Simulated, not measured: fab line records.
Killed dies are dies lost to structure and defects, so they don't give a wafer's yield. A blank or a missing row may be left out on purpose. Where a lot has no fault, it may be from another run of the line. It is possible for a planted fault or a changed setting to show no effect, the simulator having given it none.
fab line records ; flow nandHarc
record: lots: 5; wafers: 15; lastDay: 24
route steps=1159 shown THIN_TSV@1116
lots that met no fault: taken from a fault-free run of the same line
startH: hours from the record's opening day to when the first of the lot's shown wafers began ; waitH: hours from the lot's prior step to this one ; " repeats the value in the row above ; L1.1+2: a row that stands for several wafers ; - no value, or no start given ; * or withheld: withheld ; < > ~ a bound
route shown NAME@n: NAME is a module with steps in the file, n the number in the route of the first one ; usual: mean/standard deviation taken from wafers without a fault ; same: alike in all rows ; chamber/n: place in a boat ; sites: each site's reading ; _std_site: standard deviation of those values ; _edge_site: the outer-site mean with the inner-site mean subtracted ; radiusMm: how far each site lies from the wafer's centre ; mask NAME#n: copy n ; behind: the tool/chamber that last shaped the wafer ; hold: why the lot was held/for how many hours/how that ended ; device: transistor that didn't switch, given as n, p or np ; end of line: the route-end tests of the same wafers ; where a step has no rows: the recipe by itself ; killed: at the first sort, the dies lost to defects and structure; wafer yield is something else ; map: the dies of a wafer, with x for killed, . for not killed, _ for no die there
set.NAME: the run value of the setting; set.NAME@STEP: its run value at that earlier step ; model.NAME: the simulator's own value behind a step, which no gauge read
certain route steps with their lots: each step a table, each wafer a row
services: from which hour (startH, from the record's first day; less than 0 if before it) a tool's chamber was out of use, for how many hours, and why
== steps ==
step: NHARC_THIN_TSV_CD_MEAS_12
recipe: targetCdNm: 1000; landingEnergyEv: 500
usual: cdNm: 1000.5/2.7
lot.wafer;tool;chamber;startH;waitH;cdNm
L077.1;cdSem-02;0;443.91;-;1003.6
L077.4;cdSem-02;0;443.91;-;1000.9
L077.6;cdSem-02;0;443.91;-;1000.9
L082.1;cdSem-03;0;454.95;-;1002.4
L082.2;cdSem-03;0;454.95;-;1003.9
L082.5;cdSem-03;0;454.95;-;1002.2
L083.1;cdSem-02;0;475.41;-;998.0
L083.3;cdSem-02;0;475.41;-;999.7
L083.4;cdSem-02;0;475.41;-;996.1
L085.1;cdSem-02;0;490.66;-;995.9
L085.4;cdSem-02;0;490.66;-;998.0
L085.5;cdSem-02;0;490.66;-;992.4
L097.1;cdSem-03;0;559.21;-;998.7
L097.4;cdSem-03;0;559.21;-;998.9
L097.6;cdSem-03;0;559.21;-;1000.7
step: NHARC_THIN_TSV_HARDBAKE_13
recipe: tempC: 125; timeS: 80
usual: chillPlateTempC: 23.01/0.11
same: timeS: 80
lot.wafer;tool;chamber;startH;waitH;chillPlateTempC
L077.1;lithoTrack-02;0;443.99;-;22.77
L077.4;lithoTrack-02;0;443.99;-;23.06
L077.6;lithoTrack-02;0;443.99;-;22.92
L082.1;lithoTrack-07;0;455.03;-;23.00
L082.2;lithoTrack-07;0;455.03;-;23.03
L082.5;lithoTrack-07;0;455.03;-;22.94
L083.1;lithoTrack-02;0;475.49;-;23.24
L083.3;lithoTrack-02;0;475.49;-;23.12
L083.4;lithoTrack-02;0;475.49;-;23.31
L085.1;lithoTrack-05;0;490.74;-;22.96
L085.4;lithoTrack-05;0;490.74;-;22.94
L085.5;lithoTrack-05;0;490.74;-;23.06
L097.1;lithoTrack-05;0;559.29;-;23.00
L097.4;lithoTrack-05;0;559.29;-;23.10
L097.6;lithoTrack-05;0;559.29;-;23.04
step: NHARC_THIN_TSV_DESCUM_14
recipe: timeS: 3; o2FlowSccm: 200; arFlowSccm: 0; biasPowerW: 0; chemistry: O2
usual: drypumpMotorCurrentA: 5.5/0.37; oesProductAu: 1.001/0.015; rfVppV: 57.9/0.88; showerheadPlenumPTorr: 1.92/0.073; throttleValvePct: 11.311/0.0096
same: timeS: 3
lot.wafer;tool;chamber;startH;waitH;drypumpMotorCurrentA;oesProductAu;rfHoursCounterH;rfVppV;showerheadPlenumPTorr;throttleValvePct
L077.1;rieDiel-07;0;444.08;-;5.5;0.990;3;57.7;1.91;11.312
L077.4;rieDiel-07;1;444.08;-;5.3;0.995;3;58.7;1.85;11.301
L077.6;rieDiel-07;0;444.08;-;5.5;1.000;-;56.9;1.91;11.307
L082.1;rieDiel-07;0;455.12;-;5.5;0.989;4;58.0;1.91;11.310
L082.2;rieDiel-07;2;455.12;-;5.3;0.983;4;58.1;1.96;11.313
L082.5;rieDiel-07;3;455.12;-;5.4;1.009;-;57.0;1.90;11.312
L083.1;rieDiel-08;2;475.57;-;4.9;1.004;11;57.7;1.99;11.310
L083.3;rieDiel-08;3;475.57;-;5.1;0.995;12;56.9;1.79;11.306
L083.4;rieDiel-08;1;475.57;-;5.4;1.005;10;58.9;1.97;11.310
L085.1;rieDiel-07;2;490.83;-;5.3;0.983;8;58.2;1.96;11.314
L085.5;rieDiel-07;1;490.83;-;5.3;1.003;-;57.2;1.85;11.296
L085.4;rieDiel-07;2;490.83;-;5.3;0.989;-;58.6;1.96;11.311
L097.1;rieDiel-07;1;559.37;-;5.3;0.997;16;57.8;1.85;11.309
L097.4;rieDiel-07;0;559.37;-;5.5;0.988;17;57.4;1.91;11.324
L097.6;rieDiel-07;1;559.37;-;5.3;0.990;-;58.7;1.85;11.310
step: NHARC_THIN_TSV_ETCH_44
recipe: targetDepthA: 15942; timeS: 797.1; cf4FlowSccm: 150; o2FlowSccm: 10; arFlowSccm: 0; rfW: 300; biasW: 800; chemistry: CF4/O2
usual: biasW: 800.0/2.2; drypumpMotorCurrentA: 5.5/0.37; oesProductAu: 1.000/0.014; rfVppV: 795/4; showerheadPlenumPTorr: 1.84/0.065; throttleValvePct: 16.915/0.0081
same: timeS: 797.1
lot.wafer;tool;chamber;startH;waitH;biasW;drypumpMotorCurrentA;oesProductAu;rfHoursCounterH;rfVppV;showerheadPlenumPTorr;throttleValvePct
L077.1;rieDiel-07;3;444.16;0.1;800.5;5.3;0.995;3;794;1.82;16.909
L077.4;rieDiel-07;2;444.16;0.1;799.0;5.3;1.003;3;796;1.87;16.909
L077.6;rieDiel-07;3;444.16;0.1;806.3;5.3;1.001;-;793;1.82;16.917
L082.2;rieDiel-07;2;455.25;0.1;797.9;5.3;1.001;4;797;1.87;16.899
L082.1;rieDiel-07;3;455.25;0.1;800.5;5.4;0.999;4;795;1.82;16.929
L082.5;rieDiel-07;2;455.25;0.1;796.7;5.3;1.002;-;797;1.87;16.922
L083.3;rieDiel-08;2;475.71;0.1;801.7;4.8;1.011;11;799;1.90;16.912
L083.4;rieDiel-08;3;475.71;0.1;798.6;5.1;0.993;12;789;1.73;16.909
L083.1;rieDiel-08;0;475.71;0.1;800.3;5.8;1.001;11;797;1.85;16.920
L085.1;rieDiel-07;0;491.08;0.2;800.6;5.5;0.991;9;794;1.83;16.911
L085.4;rieDiel-07;2;491.08;0.2;797.9;5.3;0.994;-;797;1.87;16.927
L085.5;rieDiel-07;0;491.08;0.2;801.4;5.5;0.992;-;793;1.83;16.908
L097.4;rieDiel-07;1;559.46;0.1;797.7;5.3;1.002;16;790;1.77;16.898
L097.1;rieDiel-07;2;559.46;0.1;800.4;5.3;0.986;16;797;1.87;16.913
L097.6;rieDiel-07;2;559.46;0.1;800.6;5.3;0.993;-;797;1.87;16.918
step: NHARC_THIN_TSV_ETCH_15
recipe: targetDepthA: 30000; boschTargetOveretchCycles: 2; boschEtchStepS: 2.8; boschDepStepS: 1.2; boschCycles: 14
usual: drypumpMotorCurrentA: 6.0/0.3
lot.wafer;tool;chamber;startH;waitH;drypumpMotorCurrentA;rfHoursCounterH
L077.4;rieSi-05;2;444.73;-;6.2;0.3
L077.1;rieSi-05;0;444.73;-;6.4;0.2
L077.6;rieSi-05;3;444.73;-;6.1;-
L082.1;rieSi-05;1;455.77;-;5.4;0.3
L082.2;rieSi-05;3;455.77;-;6.1;0.4
L082.5;rieSi-05;1;455.77;-;5.4;-
L083.4;rieSi-03;2;476.22;-;5.8;1.2
L083.1;rieSi-03;0;476.22;-;6.0;1.1
L083.3;rieSi-03;1;476.22;-;6.2;1.3
L085.4;rieSi-05;1;491.61;-;5.4;0.7
L085.1;rieSi-05;2;491.61;-;6.2;0.8
L085.5;rieSi-05;1;491.61;-;5.4;-
L097.4;rieSi-03;2;560.03;-;5.8;0.3
L097.1;rieSi-03;0;560.03;-;6.0;0.2
L097.6;rieSi-03;2;560.03;-;5.8;-
step: NHARC_THIN_TSV_CD_MEAS_16
usual: cdNm: 1000.8/2.8
lot.wafer;tool;chamber;startH;waitH;cdNm
L077.1;cdSem-02;-;444.87;0.1;1003.1
L077.4;cdSem-02;-;444.87;0.1;1000.2
L077.6;cdSem-02;-;444.87;0.1;999.9
L082.1;cdSem-03;-;455.91;0.1;1001.5
L082.2;cdSem-03;-;455.91;0.1;1003.7
L082.5;cdSem-03;-;455.91;0.1;1003.0
L083.1;cdSem-01;-;476.37;0.1;998.0
L083.3;cdSem-01;-;476.37;0.1;1001.0
L083.4;cdSem-01;-;476.37;0.1;996.5
L085.1;cdSem-01;-;491.76;0.1;996.2
L085.4;cdSem-01;-;491.76;0.1;998.6
L085.5;cdSem-01;-;491.76;0.1;992.4
L097.1;cdSem-01;-;560.17;0.1;998.6
L097.4;cdSem-01;-;560.17;0.1;998.0
L097.6;cdSem-01;-;560.17;0.1;1000.5
step: NHARC_THIN_TSV_STRIP_45
recipe: powerW: 1500; tempC: 250; chemistry: O2
usual: drypumpMotorCurrentA: 5.9/0.38; heaterPowerW: 321/20
lot.wafer;tool;chamber;startH;waitH;drypumpMotorCurrentA;heaterPowerW;rfHoursCounterH
L077.1;plasmaAsher-01;0;444.97;0.1;6.5;302;56
L077.4;plasmaAsher-01;0;444.97;0.1;6.5;295;-
L077.6;plasmaAsher-01;1;444.97;0.1;5.9;328;-
L082.1;plasmaAsher-02;0;456.36;0.4;5.4;346;29
L082.2;plasmaAsher-02;1;456.36;0.4;6.0;305;29
L082.5;plasmaAsher-02;0;456.36;0.4;5.4;351;-
L083.1;plasmaAsher-01;1;476.58;0.2;5.9;328;5
L083.4;plasmaAsher-01;1;476.58;0.2;5.9;321;-
L083.3;plasmaAsher-01;0;476.58;0.2;6.5;294;-
L085.1;plasmaAsher-02;1;491.88;0.1;6.0;319;42
L085.4;plasmaAsher-02;0;491.88;0.1;5.4;346;-
L085.5;plasmaAsher-02;0;491.88;0.1;5.4;344;-
L097.1;plasmaAsher-01;1;560.29;0.1;5.8;326;31
L097.4;plasmaAsher-01;0;560.29;0.1;6.5;289;-
L097.6;plasmaAsher-01;1;560.29;0.1;5.9;312;-
step: NHARC_THIN_TSV_STRIP_46
recipe: timeS: 1200; tempC: 72.5; chemistry: postEtchResidueRemover
same: timeS: 1200
lot.wafer;tool;chamber;startH;waitH
L077.6+1+4;wetBench-08;5,7,0;445.34;0.1
L082.1+5+2;wetBench-10;6,7,0;456.76;0.4
L083.4+3+1;wetBench-08;7,3,4;476.92;0.2
L085.5+1+4;wetBench-08;4,6,1;492.18;0.1
L097.4+1+6;wetBench-10;5,7,1;560.61;0.2
step: NHARC_THIN_TSV_DEP_47
recipe: targetThkA: 2000; tempC: withheld; pressureTorr: 6.5; rfW: 900; teosFlowSccm: 161.4; flowSccm: 2650; targetThkNm: 200; gas: O2; material: SiO2
usual: throttleValvePct: 15.6/0.67
lot.wafer;tool;chamber;startH;waitH;throttleValvePct
L077.1;pecvd-04;1;445.79;-;15.2
L077.4;pecvd-04;1;445.79;-;15.4
L077.6;pecvd-04;2;445.79;-;16.1
L082.1;pecvd-02;2;457.32;-;15.2
L082.2;pecvd-02;0;457.32;-;15.2
L082.5;pecvd-02;1;457.32;-;14.9
L083.1;pecvd-02;0;477.37;-;15.2
L083.3;pecvd-02;1;477.37;-;14.7
L083.4;pecvd-02;2;477.37;-;15.4
L085.1;pecvd-03;0;492.70;-;16.2
L085.5;pecvd-03;0;492.70;-;16.3
L085.4;pecvd-03;1;492.70;-;15.9
L097.1;pecvd-02;2;561.05;-;15.6
L097.4;pecvd-02;2;561.05;-;15.3
L097.6;pecvd-02;0;561.05;-;14.7
== services ==
tool;chamber;startH;hours;kind
wetBench-10;-;423.25;8.0;pm
rieDiel-07;0;438.81;-;clean
rieDiel-07;1;438.81;-;clean
rieDiel-07;2;438.81;-;clean
rieDiel-08;2;450.55;1.4;repair
plasmaAsher-01;-;453.39;9.0;pm
pecvd-03;-;473.06;13.0;pm
rieDiel-08;-;478.80;9.0;pm
rieDiel-07;3;482.81;18.6;repair
rieSi-05;0;487.55;3.8;repair
plasmaAsher-02;-;488.68;1.2;repair
plasmaAsher-01;-;493.25;11.4;repair
pecvd-02;0;506.60;12.7;repair
pecvd-03;1;508.97;11.0;repair
rieSi-03;-;509.00;9.0;pm
rieSi-05;-;513.09;0.2;repair
rieSi-05;0;513.73;2.0;repair
lithoTrack-02;-;515.00;7.0;pm
pecvd-02;-;515.16;13.0;pm
wetBench-08;-;527.72;0.6;repair
plasmaAsher-02;-;537.28;9.0;pm
lithoTrack-07;-;539.00;7.0;pm
rieDiel-07;1;553.52;4.3;repair
pecvd-04;-;557.32;13.0;pm
== key ==
fault none
